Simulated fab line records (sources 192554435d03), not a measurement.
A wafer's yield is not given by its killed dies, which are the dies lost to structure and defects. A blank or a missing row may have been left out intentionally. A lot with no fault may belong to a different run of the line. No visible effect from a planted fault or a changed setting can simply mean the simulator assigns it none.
Which tool was responsible?    flow n5_finfet    9 lots, 27 wafers sampled, at 6 steps of a route of 1938

== WHAT THE GAUGES SHOWED, per wafer ==
N5_BEOL_M1_RS_MEAS_58: measurement is done with a four-point probe. Usual: for M1_RS the level is 0.67 ohm/sq and the standard deviation is 0.041.
lot   measured      on             M1_RS (ohm/sq)  flag
L300  day 6 19:18   film_metro-02  0.69 0.69 0.69  
L302  day 7 05:07   film_metro-01  0.73 0.72 0.69  
L305  day 8 00:16   film_metro-02  0.64 0.59 0.64  
L307  day 9 06:01   film_metro-02  0.65 0.59 0.62  
L308  day 9 06:47   film_metro-01  0.67 0.66 0.63  
L311  day 9 16:22   film_metro-02  0.75 0.74 0.68  
L313  day 9 18:58   film_metro-01  0.66 0.63 0.66  
L318  day 11 05:09  film_metro-01  0.71 0.68 0.61  
L322  day 12 15:35  film_metro-01  0.76 0.68 0.62  

N5_BEOL_M1_INSPECT_59: inspects for defects (darkfield). Usual: raw_defect_count reads 82 (standard deviation 29).
lot   measured      on                 raw_defect_count  flag
L300  day 6 19:19   defect_inspect-01  89 88 60          
L302  day 7 05:08   defect_inspect-02  105 95 98         
L305  day 8 00:17   defect_inspect-02  130 68 113        
L307  day 9 06:02   defect_inspect-02  68 71 76          
L308  day 9 06:48   defect_inspect-02  63 70 74          
L311  day 9 16:23   defect_inspect-02  58 341 71         
L313  day 9 18:59   defect_inspect-01  97 68 68          
L318  day 11 05:10  defect_inspect-01  66 104 155        
L322  day 12 15:37  defect_inspect-02  84 66 132         

N5_BEOL_M4_RC_MEAS_101. Usual: DIBL_N 36.2 mV/V, standard deviation 1.5; DIBL_P 36.4 mV/V, standard deviation 2.1; IOFF_N 0.16 nA/um, standard deviation 0.031; IOFF_P 0.21 nA/um, standard deviation 0.037; ION_N 679 uA/um, standard deviation 11; ION_P 465 uA/um, standard deviation 7.7; SS_N 71.4 mV/dec, standard deviation 0.55; SS_P 73.2 mV/dec, standard deviation 0.63; VT_N 249 mV, standard deviation 3.3; VT_P -250 mV, standard deviation 3.4.
lot   measured      on         DIBL_N (mV/V)   DIBL_P (mV/V)   IOFF_N (nA/um)  IOFF_P (nA/um)  ION_N (uA/um)  ION_P (uA/um)  SS_N (mV/dec)   SS_P (mV/dec)   VT_N (mV)    VT_P (mV)       flag
L300  day 8 03:11   prober-02  36.6 37.2 39.9  38.2 38.7 40.6  0.15 0.17 0.22  0.21 0.21 0.24  675 677 694    463 462 465    72.2 71.7 72.0  74.0 73.7 74.3  249 247 244  -253 -252 -250  
L302  day 8 08:12   prober-01  34.9 33.9 35.2  32.6 32.0 33.4  0.12 0.12 0.12  0.14 0.14 0.16  657 679 667    449 461 458    71.3 71.2 72.2  72.2 71.5 72.7  255 252 252  -257 -254 -254  
L305  day 9 02:43   prober-02  35.6 37.4 39.1  35.6 38.3 40.9  0.13 0.18 0.22  0.17 0.21 0.25  668 698 689    453 470 470    70.7 71.8 71.8  74.0 73.4 74.5  255 249 247  -256 -251 -250  
L307  day 10 08:27  prober-02  36.1 37.5 34.2  37.4 40.0 36.7  0.15 0.18 0.13  0.18 0.22 0.17  668 683 663    453 461 454    72.2 72.6 71.3  73.5 73.6 73.4  252 249 255  -254 -251 -255  
L308  day 10 09:13  prober-01  36.1 34.5 35.3  35.9 33.3 34.8  0.14 0.12 0.13  0.20 0.17 0.19  680 670 670    464 462 464    71.7 70.9 72.1  72.7 72.8 73.1  251 253 254  -251 -254 -253  
L311  day 10 20:01  prober-02  32.9 34.6 35.7  34.8 36.6 38.1  0.12 0.14 0.16  0.17 0.19 0.21  679 674 683    470 462 466    70.5 70.4 71.0  72.2 72.8 73.8  253 253 252  -253 -251 -252  
L313  day 11 13:28  prober-01  38.1 36.2 38.5  37.1 34.5 36.3  0.21 0.17 0.20  0.23 0.20 0.22  688 685 688    457 465 464    72.2 71.8 71.9  73.6 73.4 73.7  243 244 248  -248 -252 -250  
L318  day 12 18:06  prober-01  38.9 36.7 36.8  39.7 36.8 36.7  0.17 0.14 0.15  0.22 0.18 0.19  672 672 663    453 453 451    71.4 71.7 70.7  73.8 72.7 72.7  251 252 248  -253 -253 -253  
L322  day 14 03:27  prober-01  38.0 35.9 34.6  39.9 36.3 34.2  0.19 0.15 0.13  0.26 0.20 0.17  672 660 675    464 453 457    71.5 71.2 71.2  73.8 73.0 72.9  249 252 250  -245 -250 -249  

== EACH LOT AND THE TOOL THAT RAN IT (in order: tool; ch and the chambers of the sampled wafers; start) ==
lot   N5_BEOL_M1_CMP_52              N5_BEOL_M1_PRE_CLEAN_60          N5_BEOL_M1_CO_CAP_55
L300  cmp-02 ch 1,2, day 6 18:47     cvd_co-01 ch 1,2, day 6 19:04    cvd_co-01 ch 1,2, day 6 19:07
L302  cmp-02 ch 0,1,2, day 7 04:36   cvd_co-01 ch 0,2, day 7 04:54    cvd_co-01 ch 0,2, day 7 04:56
L305  cmp-01 ch 1,2,3, day 7 23:45   cvd_co-02 ch 0,1, day 8 00:02    cvd_co-02 ch 0,1, day 8 00:05
L307  cmp-03 ch 0,2,3, day 9 05:28   cvd_co-02 ch 0,1, day 9 05:47    cvd_co-02 ch 0,1, day 9 05:50
L308  cmp-03 ch 0,2,3, day 9 06:16   cvd_co-01 ch 0,2, day 9 06:34    cvd_co-01 ch 0,2, day 9 06:36
L311  cmp-02 ch 0,1,3, day 9 15:48   cvd_co-01 ch 0,1, day 9 16:08    cvd_co-01 ch 0,1, day 9 16:10
L313  cmp-03 ch 0,1,3, day 9 18:22   cvd_co-02 ch 0,1,2, day 9 18:42  cvd_co-02 ch 0,1,2, day 9 18:44
L318  cmp-03 ch 0,2,3, day 11 04:35  cvd_co-02 ch 0,1, day 11 04:55   cvd_co-02 ch 0,1, day 11 04:58
L322  cmp-01 ch 0,1,2, day 12 15:01  cvd_co-02 ch 0,1, day 12 15:22   cvd_co-02 ch 0,1, day 12 15:25
- N5_BEOL_M1_CMP_52: polishes, stops on SiOC, t overpolish 6.8 s, target thk 40 nm.
- N5_BEOL_M1_PRE_CLEAN_60: time 15 s.
- N5_BEOL_M1_CO_CAP_55: material Co, precursor CCTBA/H2, target thk 2 nm, time 102.1 s.

== AS READ BY THE TOOLS THEMSELVES (means over the sampled wafers that have a number; for cases with no such wafer, the mark the record gives instead) ==
N5_BEOL_M1_CMP_52. Usual: barrier_field_endpoint_s 24.8 s, standard deviation 0.68; clearing_platen_rpm 49.992 rpm, standard deviation 0.03; motor_current_A 6.1 A, standard deviation 0.38; overpolish_run_s 6.801 s, standard deviation 0.0086; pad_life_wafers 1026, standard deviation 570; time_to_endpoint_s 62 s, standard deviation 3.6.
lot   tool    barrier_field_endpoint_s (s)  clearing_platen_rpm (rpm)  motor_current_A (A)  overpolish_run_s (s)  pad_life_wafers  time_to_endpoint_s (s)  flag
L300  cmp-02  25.0                          49.961                     6.1                  6.797                 163              62                      
L302  cmp-02  24.5                          49.983                     6.1                  6.808                 248              58                      
L305  cmp-01  25.1                          49.994                     5.9                  6.794                 1544             66                      
L307  cmp-03  26.1                          50.010                     6.2                  6.800                 967              66                      
L308  cmp-03  25.4                          49.980                     6.2                  6.806                 974              66                      
L311  cmp-02  24.5                          50.005                     6.2                  6.801                 517              58                      
L313  cmp-03  24.0                          49.979                     5.8                  6.804                 1052             64                      
L318  cmp-03  25.4                          49.955                     6.1                  6.805                 1297             67                      
L322  cmp-01  24.7                          49.963                     6.3                  6.798                 230              63                      

N5_BEOL_M1_PRE_CLEAN_60. Usual: heater_power_w reads 78 W (standard deviation 15).
lot   tool       heater_power_w (W)  flag
L300  cvd_co-01  63                  
L302  cvd_co-01  82                  
L305  cvd_co-02  84                  
L307  cvd_co-02  85                  
L308  cvd_co-01  84                  
L311  cvd_co-01  86                  
L313  cvd_co-02  78                  
L318  cvd_co-02  81                  
L322  cvd_co-02  81                  

N5_BEOL_M1_CO_CAP_55. Usual: heater_power_w reads 227 W (standard deviation 19).
lot   tool       heater_power_w (W)  flag
L300  cvd_co-01  211                 
L302  cvd_co-01  236                 
L305  cvd_co-02  236                 
L307  cvd_co-02  233                 
L308  cvd_co-01  234                 
L311  cvd_co-01  240                 
L313  cvd_co-02  227                 
L318  cvd_co-02  234                 
L322  cvd_co-02  230                 

== THE ANSWER, worked out from the rows above alone ==
Rule: a lot is off if the mean of its wafers that have a number lies more than 3 standard deviations from the usual mean. Also off: a lot with no number at a reading for which 4 or more lots have one. Where the step has rows for the other lots, those lots are counted as sound. After the gauges, taken in route order, come the tools' own readings; for these a lot's mean is taken, as printed above. At the first step where some lot is off, the reading lying furthest off is the one used; lots without a number count as furthest.
No lot is off on any of the readings shown, so nothing can be concluded from this.

== WHAT WAS PUT IN BY THE SIMULATOR ==
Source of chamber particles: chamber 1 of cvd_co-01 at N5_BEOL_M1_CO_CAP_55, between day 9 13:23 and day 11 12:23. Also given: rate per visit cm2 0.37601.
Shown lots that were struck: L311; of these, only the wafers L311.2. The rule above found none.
